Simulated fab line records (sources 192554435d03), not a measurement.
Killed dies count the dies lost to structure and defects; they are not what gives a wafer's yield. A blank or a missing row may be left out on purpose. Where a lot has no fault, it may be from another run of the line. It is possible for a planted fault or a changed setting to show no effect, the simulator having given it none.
What tool caused it? / flow n5Finfet / 9 lots with 27 wafers sampled at 5 steps, on a route of 1938 steps

WHAT THE GAUGES SHOWED, per wafer
N5_BEOL_M4_RC_MEAS_101.
lot=L829; measured=day 8 05:31; on=prober-02; DIBL_N (mV/V)=33.9 36.2 35.7; DIBL_P (mV/V)=34.2 36.9 35.3; IOFF_N (nA/um)=0.12 0.16 0.14; IOFF_P (nA/um)=0.18 0.23 0.21; ION_N (uA/um)=658 668 656; ION_P (uA/um)=458 462 454; SS_N (mV/dec)=71.0 71.5 70.8; SS_P (mV/dec)=72.4 73.3 72.4; VT_N (mV)=252 250 252; VT_P (mV)=-251 -248 -249
lot=L831; measured=day 8 15:01; on=prober-01; DIBL_N (mV/V)=34.5 34.5 39.1; DIBL_P (mV/V)=36.0 36.8 41.7; IOFF_N (nA/um)=0.14 0.14 0.24; IOFF_P (nA/um)=0.19 0.20 0.29; ION_N (uA/um)=691 673 698; ION_P (uA/um)=475 464 470; SS_N (mV/dec)=70.4 70.9 71.9; SS_P (mV/dec)=73.7 74.3 74.9; VT_N (mV)=249 251 242; VT_P (mV)=-252 -250 -247
lot=L836; measured=day 9 10:14; on=prober-01; DIBL_N (mV/V)=33.6 36.4 35.0; DIBL_P (mV/V)=31.7 35.0 34.1; IOFF_N (nA/um)=0.10 0.14 0.12; IOFF_P (nA/um)=0.16 0.21 0.20; ION_N (uA/um)=667 675 663; ION_P (uA/um)=464 462 462; SS_N (mV/dec)=70.8 72.4 70.9; SS_P (mV/dec)=71.8 72.9 72.1; VT_N (mV)=257 252 255; VT_P (mV)=-254 -248 -249
lot=L838; measured=day 9 22:16; on=prober-01; DIBL_N (mV/V)=35.1 34.2 34.3; DIBL_P (mV/V)=35.4 34.7 32.9; IOFF_N (nA/um)=0.14 0.13 0.11; IOFF_P (nA/um)=0.20 0.19 0.15; ION_N (uA/um)=681 668 656; ION_P (uA/um)=474 459 449; SS_N (mV/dec)=71.3 71.3 71.3; SS_P (mV/dec)=72.9 73.1 72.6; VT_N (mV)=250 254 259; VT_P (mV)=-250 -251 -254
lot=L839; measured=day 13 07:37; on=prober-01; DIBL_N (mV/V)=38.0 39.8 36.5; DIBL_P (mV/V)=36.9 38.6 34.7; IOFF_N (nA/um)=0.18 0.22 0.15; IOFF_P (nA/um)=0.25 0.28 0.21; ION_N (uA/um)=688 686 667; ION_P (uA/um)=464 470 458; SS_N (mV/dec)=71.5 72.1 71.7; SS_P (mV/dec)=73.6 74.4 72.7; VT_N (mV)=248 247 251; VT_P (mV)=-250 -246 -250
lot=L840; measured=day 14 14:58; on=prober-01; DIBL_N (mV/V)=36.0 35.6 36.2; DIBL_P (mV/V)=36.1 35.3 35.1; IOFF_N (nA/um)=0.17 0.16 0.17; IOFF_P (nA/um)=0.25 0.23 0.22; ION_N (uA/um)=686 681 678; ION_P (uA/um)=473 468 467; SS_N (mV/dec)=71.2 71.7 71.7; SS_P (mV/dec)=72.8 72.9 73.2; VT_N (mV)=246 247 247; VT_P (mV)=-243 -249 -248
lot=L842; measured=day 12 21:15; on=prober-01; DIBL_N (mV/V)=37.7 36.4 37.2; DIBL_P (mV/V)=35.8 34.5 34.4; IOFF_N (nA/um)=0.17 0.15 0.16; IOFF_P (nA/um)=0.22 0.19 0.19; ION_N (uA/um)=691 675 676; ION_P (uA/um)=473 462 460; SS_N (mV/dec)=72.6 72.1 72.3; SS_P (mV/dec)=73.5 72.9 72.9; VT_N (mV)=248 250 251; VT_P (mV)=-246 -251 -251
lot=L850; measured=day 14 12:35; on=prober-02; DIBL_N (mV/V)=35.8 34.3 36.3; DIBL_P (mV/V)=36.4 34.6 36.0; IOFF_N (nA/um)=0.15 0.13 0.15; IOFF_P (nA/um)=0.23 0.19 0.21; ION_N (uA/um)=676 673 676; ION_P (uA/um)=469 465 465; SS_N (mV/dec)=72.4 71.7 72.0; SS_P (mV/dec)=73.1 72.1 72.5; VT_N (mV)=251 253 251; VT_P (mV)=-249 -250 -249
lot=L851; measured=day 15 04:40; on=prober-01; DIBL_N (mV/V)=36.2 36.5 36.9; DIBL_P (mV/V)=36.7 36.7 37.3; IOFF_N (nA/um)=0.15 0.15 0.16; IOFF_P (nA/um)=0.21 0.21 0.21; ION_N (uA/um)=668 668 665; ION_P (uA/um)=460 458 457; SS_N (mV/dec)=71.1 70.7 71.4; SS_P (mV/dec)=73.1 73.2 74.1; VT_N (mV)=250 251 251; VT_P (mV)=-249 -248 -250

WHICH TOOL RAN EACH LOT (tool, then ch and the chambers of the sampled wafers, then the start)
lot=L829; N5_HKMG_FIN_STRIP_89=rieDiel-03 ch 0,1, day 4 14:58; N5_GATE_CUT_ETCH_56=rieMetal-03 ch 1, day 4 18:07; N5_GATE_CUT_ETCHBACK_30=rieMetal-03 ch 1, day 4 18:13; N5_GATE_CUT_SAC_CAP_01=aldSin-04 ch 0,2, day 4 19:10
lot=L831; N5_HKMG_FIN_STRIP_89=rieDiel-02 ch 0,2, day 5 01:51; N5_GATE_CUT_ETCH_56=rieMetal-02 ch 0,1, day 5 05:07; N5_GATE_CUT_ETCHBACK_30=rieMetal-02 ch 0,1, day 5 05:12; N5_GATE_CUT_SAC_CAP_01=aldSin-04 ch 1,3, day 5 05:37
lot=L836; N5_HKMG_FIN_STRIP_89=rieDiel-04 ch 1,2,3, day 6 04:01; N5_GATE_CUT_ETCH_56=rieMetal-02 ch 0,1, day 6 07:14; N5_GATE_CUT_ETCHBACK_30=rieMetal-02 ch 0,1, day 6 07:20; N5_GATE_CUT_SAC_CAP_01=aldSin-03 ch 1,2,3, day 6 07:44
lot=L838; N5_HKMG_FIN_STRIP_89=rieDiel-04 ch 0,1,2, day 6 16:05; N5_GATE_CUT_ETCH_56=rieMetal-01 ch 0,1, day 6 19:22; N5_GATE_CUT_ETCHBACK_30=rieMetal-01 ch 0,1, day 6 19:27; N5_GATE_CUT_SAC_CAP_01=aldSin-04 ch 0,1,2, day 6 19:51
lot=L839; N5_HKMG_FIN_STRIP_89=rieDiel-04 ch 0,1,3, day 7 03:28; N5_GATE_CUT_ETCH_56=rieMetal-02 ch 0,1, day 7 06:39; N5_GATE_CUT_ETCHBACK_30=rieMetal-02 ch 0,1, day 7 06:44; N5_GATE_CUT_SAC_CAP_01=aldSin-03 ch 0,2, day 7 07:19
lot=L840; N5_HKMG_FIN_STRIP_89=rieDiel-02 ch 0,2, day 7 15:18; N5_GATE_CUT_ETCH_56=rieMetal-03 ch 0,1, day 7 18:40; N5_GATE_CUT_ETCHBACK_30=rieMetal-03 ch 0,1, day 7 18:44; N5_GATE_CUT_SAC_CAP_01=aldSin-03 ch 0,1,3, day 7 19:07
lot=L842; N5_HKMG_FIN_STRIP_89=rieDiel-03 ch 1,3, day 7 21:53; N5_GATE_CUT_ETCH_56=rieMetal-02 ch 0,1, day 8 01:22; N5_GATE_CUT_ETCHBACK_30=rieMetal-02 ch 0,1, day 8 01:28; N5_GATE_CUT_SAC_CAP_01=aldSin-04 ch 0,1,3, day 8 01:55
lot=L850; N5_HKMG_FIN_STRIP_89=rieDiel-03 ch 1,2, day 9 17:51; N5_GATE_CUT_ETCH_56=rieMetal-01 ch 0, day 9 21:05; N5_GATE_CUT_ETCHBACK_30=rieMetal-01 ch 0, day 9 21:10; N5_GATE_CUT_SAC_CAP_01=aldSin-04 ch 1,2, day 9 21:53
lot=L851; N5_HKMG_FIN_STRIP_89=rieDiel-04 ch 0,2,3, day 10 09:54; N5_GATE_CUT_ETCH_56=rieMetal-01 ch 1, day 10 13:19; N5_GATE_CUT_ETCHBACK_30=rieMetal-01 ch 1, day 10 13:29; N5_GATE_CUT_SAC_CAP_01=aldSin-02 ch 0,3, day 10 13:57
- N5_HKMG_FIN_STRIP_89: strips SOC in N2/H2, time 20 s.
- N5_GATE_CUT_ETCH_56: etches TiN in Cl2/Ar, target depth 21.6 nm.
- N5_GATE_CUT_ETCHBACK_30: etches TiN in Cl2/Ar, target depth 3 nm.
- N5_GATE_CUT_SAC_CAP_01: material SiNx, target thk 24 nm, pulse time 1 s, ald cycles 480.

WHAT THE TOOLS THEMSELVES READ (means of the sampled wafers that have a number; where no wafer has one, the mark that the record gives instead)
N5_HKMG_FIN_STRIP_89.
lot=L829; tool=rieDiel-03; drypumpMotorCurrentA (A)=5.8; n2FlowSccm (sccm)=298.8; oesProductAu (a.u.)=0.84; rfVppV (V)=54.4; showerheadPlenumPTorr (Torr)=3.33; throttleValvePct (%)=18.9
lot=L831; tool=rieDiel-02; drypumpMotorCurrentA (A)=6.1; n2FlowSccm (sccm)=299.7; oesProductAu (a.u.)=0.81; rfVppV (V)=53.3; showerheadPlenumPTorr (Torr)=3.43; throttleValvePct (%)=19.0
lot=L836; tool=rieDiel-04; drypumpMotorCurrentA (A)=6.0; n2FlowSccm (sccm)=300.1; oesProductAu (a.u.)=0.85; rfVppV (V)=54.5; showerheadPlenumPTorr (Torr)=3.30; throttleValvePct (%)=18.8
lot=L838; tool=rieDiel-04; drypumpMotorCurrentA (A)=6.3; n2FlowSccm (sccm)=300.3; oesProductAu (a.u.)=0.86; rfVppV (V)=53.7; showerheadPlenumPTorr (Torr)=3.30; throttleValvePct (%)=18.9
lot=L839; tool=rieDiel-04; drypumpMotorCurrentA (A)=6.0; n2FlowSccm (sccm)=300.1; oesProductAu (a.u.)=0.92; rfVppV (V)=54.0; showerheadPlenumPTorr (Torr)=3.33; throttleValvePct (%)=18.6
lot=L840; tool=rieDiel-02; drypumpMotorCurrentA (A)=6.3; n2FlowSccm (sccm)=299.8; oesProductAu (a.u.)=0.75; rfVppV (V)=52.8; showerheadPlenumPTorr (Torr)=3.32; throttleValvePct (%)=19.2
lot=L842; tool=rieDiel-03; drypumpMotorCurrentA (A)=5.7; n2FlowSccm (sccm)=300.5; oesProductAu (a.u.)=0.85; rfVppV (V)=54.4; showerheadPlenumPTorr (Torr)=3.45; throttleValvePct (%)=18.8
lot=L850; tool=rieDiel-03; drypumpMotorCurrentA (A)=5.6; n2FlowSccm (sccm)=299.1; oesProductAu (a.u.)=0.77; rfVppV (V)=54.1; showerheadPlenumPTorr (Torr)=3.37; throttleValvePct (%)=19.2
lot=L851; tool=rieDiel-04; drypumpMotorCurrentA (A)=6.0; n2FlowSccm (sccm)=299.4; oesProductAu (a.u.)=0.83; rfVppV (V)=54.2; showerheadPlenumPTorr (Torr)=3.24; throttleValvePct (%)=18.7

N5_GATE_CUT_ETCH_56.
lot=L829; tool=rieMetal-03; drypumpMotorCurrentA (A)=6.2; oesProductAu (a.u.)=0.62; rfFwdPowerW (W)=593.2; throttleValvePct (%)=20.93
lot=L831; tool=rieMetal-02; drypumpMotorCurrentA (A)=5.8; oesProductAu (a.u.)=0.86; rfFwdPowerW (W)=595.6; throttleValvePct (%)=20.45
lot=L836; tool=rieMetal-02; drypumpMotorCurrentA (A)=5.8; oesProductAu (a.u.)=0.85; rfFwdPowerW (W)=594.4; throttleValvePct (%)=20.44
lot=L838; tool=rieMetal-01; drypumpMotorCurrentA (A)=5.4; oesProductAu (a.u.)=0.75; rfFwdPowerW (W)=595.3; throttleValvePct (%)=20.88
lot=L839; tool=rieMetal-02; drypumpMotorCurrentA (A)=5.8; oesProductAu (a.u.)=0.80; rfFwdPowerW (W)=547.8; throttleValvePct (%)=20.47
lot=L840; tool=rieMetal-03; drypumpMotorCurrentA (A)=6.1; oesProductAu (a.u.)=0.78; rfFwdPowerW (W)=596.8; throttleValvePct (%)=20.90
lot=L842; tool=rieMetal-02; drypumpMotorCurrentA (A)=5.7; oesProductAu (a.u.)=0.78; rfFwdPowerW (W)=499.8; throttleValvePct (%)=20.61
lot=L850; tool=rieMetal-01; drypumpMotorCurrentA (A)=5.8; oesProductAu (a.u.)=0.60; rfFwdPowerW (W)=594.9; throttleValvePct (%)=21.28
lot=L851; tool=rieMetal-01; drypumpMotorCurrentA (A)=5.1; oesProductAu (a.u.)=0.79; rfFwdPowerW (W)=597.7; throttleValvePct (%)=20.71

N5_GATE_CUT_ETCHBACK_30.
lot=L829; tool=rieMetal-03; drypumpMotorCurrentA (A)=6.1; oesProductAu (a.u.)=0.62; throttleValvePct (%)=20.93
lot=L831; tool=rieMetal-02; drypumpMotorCurrentA (A)=5.8; oesProductAu (a.u.)=0.86; throttleValvePct (%)=20.42
lot=L836; tool=rieMetal-02; drypumpMotorCurrentA (A)=5.8; oesProductAu (a.u.)=0.85; throttleValvePct (%)=20.43
lot=L838; tool=rieMetal-01; drypumpMotorCurrentA (A)=5.3; oesProductAu (a.u.)=0.75; throttleValvePct (%)=20.88
lot=L839; tool=rieMetal-02; drypumpMotorCurrentA (A)=5.8; oesProductAu (a.u.)=0.84; throttleValvePct (%)=20.46
lot=L840; tool=rieMetal-03; drypumpMotorCurrentA (A)=6.1; oesProductAu (a.u.)=0.78; throttleValvePct (%)=20.90
lot=L842; tool=rieMetal-02; drypumpMotorCurrentA (A)=5.7; oesProductAu (a.u.)=0.87; throttleValvePct (%)=20.52
lot=L850; tool=rieMetal-01; drypumpMotorCurrentA (A)=5.8; oesProductAu (a.u.)=0.60; throttleValvePct (%)=21.28
lot=L851; tool=rieMetal-01; drypumpMotorCurrentA (A)=5.1; oesProductAu (a.u.)=0.78; throttleValvePct (%)=20.72

N5_GATE_CUT_SAC_CAP_01.
lot=L829; tool=aldSin-04; heaterPowerOuterW (W)=507; heaterPowerW (W)=838; precursorPulseHeightRel=1.016
lot=L831; tool=aldSin-04; heaterPowerOuterW (W)=532; heaterPowerW (W)=883; precursorPulseHeightRel=1.003
lot=L836; tool=aldSin-03; heaterPowerOuterW (W)=477; heaterPowerW (W)=743; precursorPulseHeightRel=0.993
lot=L838; tool=aldSin-04; heaterPowerOuterW (W)=539; heaterPowerW (W)=842; precursorPulseHeightRel=1.001
lot=L839; tool=aldSin-03; heaterPowerOuterW (W)=505; heaterPowerW (W)=768; precursorPulseHeightRel=1.010
lot=L840; tool=aldSin-03; heaterPowerOuterW (W)=535; heaterPowerW (W)=831; precursorPulseHeightRel=1.007
lot=L842; tool=aldSin-04; heaterPowerOuterW (W)=507; heaterPowerW (W)=833; precursorPulseHeightRel=1.002
lot=L850; tool=aldSin-04; heaterPowerOuterW (W)=582; heaterPowerW (W)=908; precursorPulseHeightRel=0.979
lot=L851; tool=aldSin-02; heaterPowerOuterW (W)=469; heaterPowerW (W)=755; precursorPulseHeightRel=1.018

THE ANSWER, worked out from the rows above alone
Rule: what is usual is taken from the lots themselves. Put in order of their means at a reading, lots are off if they are a third of the lots or fewer, leave a main group of 4 or more, and stand apart from it by a gap of 3 or more times the standard deviation of the main group's means; of several such gaps the widest counts. If all means in a main group match to the digits the tables above print for the reading, that group is not used. Also off: a lot with no number at a reading for which 4 or more lots have one. Where the step has rows for the other lots, those lots are counted as sound. Order of review: gauges by route order, followed by the tools' own readings, for which a lot's mean as printed above is used. At the first step where some lot is off, the reading lying furthest off is the one used; lots without a number count as furthest.
Off, at N5_GATE_CUT_ETCH_56 on rfFwdPowerW: L839, L842. The main group: mean 595.4 W, standard deviation 1.4.
If a tool, at that step or one of the process steps before it, ran each lot that is off and ran no sound lot following the first of them, it fits. One fits: N5_GATE_CUT_ETCH_56 on rieMetal-02. Its last sound lot is L836 (day 6 07:14), its first lot that is off L839 (day 7 06:39): a fault that began between those two fits.
On the lots that are off, the tool's own readings at N5_GATE_CUT_ETCH_56 differ by more than 5 times the standard deviation of the sound lots' means, which bears it out; rfFwdPowerW reads 523.8 W there versus 595.4 W on the sound lots.

WHAT THE SIMULATOR HAD INSERTED
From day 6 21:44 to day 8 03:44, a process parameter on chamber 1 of rieMetal-02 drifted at N5_GATE_CUT_ETCH_56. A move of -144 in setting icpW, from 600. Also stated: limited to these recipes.
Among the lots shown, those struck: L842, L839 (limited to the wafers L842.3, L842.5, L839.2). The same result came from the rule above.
